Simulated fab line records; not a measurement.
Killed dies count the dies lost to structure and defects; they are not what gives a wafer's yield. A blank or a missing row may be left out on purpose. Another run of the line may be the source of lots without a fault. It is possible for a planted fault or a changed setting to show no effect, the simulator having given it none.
Matching of chambers + flow n5Finfet + rieSi-06 running N5_DUMMY_GATE_ETCH_44: 4 sister chambers
The step etches poly-Si in HBr/O2, stops on SiO2, target depth 127.5 nm. 4 wafers are shown with their chamber, then 9 later ones without.

WAFERS PAIRED WITH THEIR CHAMBERS
| wafer  | chamber | drypumpMotorCurrentA (A) |
|--------|---------|--------------------------|
| L077.5 | 1       | 5.4                      |
| L083.5 | 3       | 6.2                      |
| L093.2 | 0       | 5.9                      |
| L093.5 | 2       | 5.2                      |

WAFERS WHOSE CHAMBER IS MISSING
| wafer  | drypumpMotorCurrentA (A) |
|--------|--------------------------|
| L094.1 | 5.9                      |
| L094.2 | 5.4                      |
| L094.3 | 5.2                      |
| L095.1 | 5.2                      |
| L095.3 | 5.9                      |
| L095.5 | 5.3                      |
| L097.1 | 5.2                      |
| L097.3 | 5.4                      |
| L097.5 | 5.3                      |

WHICH CHAMBER EACH ONE RAN IN
| wafer  | from the rows above     | in truth |
|--------|-------------------------|----------|
| L094.1 | 0                       | 0        |
| L094.2 | 1                       | 1        |
| L094.3 | 2                       | 2        |
| L095.1 | 2                       | 2        |
| L095.3 | 0                       | 0        |
| L095.5 | can't be placed: 2 or 1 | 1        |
| L097.1 | 2                       | 2        |
| L097.3 | 1                       | 1        |
| L097.5 | can't be placed: 2 or 1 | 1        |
7 of 9 placed correctly. Can't be placed from these rows: 2 (the true chamber is among the candidates in 2). 0 placed wrongly.
How it was worked out, from the rows above alone: a wafer's distance from a chamber is the root of the sum, over the readings, of the square of ((its reading less the chamber's mean) divided by the reading's scatter). The wafer belongs to the nearest chamber; if the next one is less than 2 further off, it can't be placed. Each chamber's mean is taken over the wafers shown for it. The scatter (one wafer shown for each chamber): square how far every hidden wafer sits from the nearest shown wafer, average those squares and take the square root.
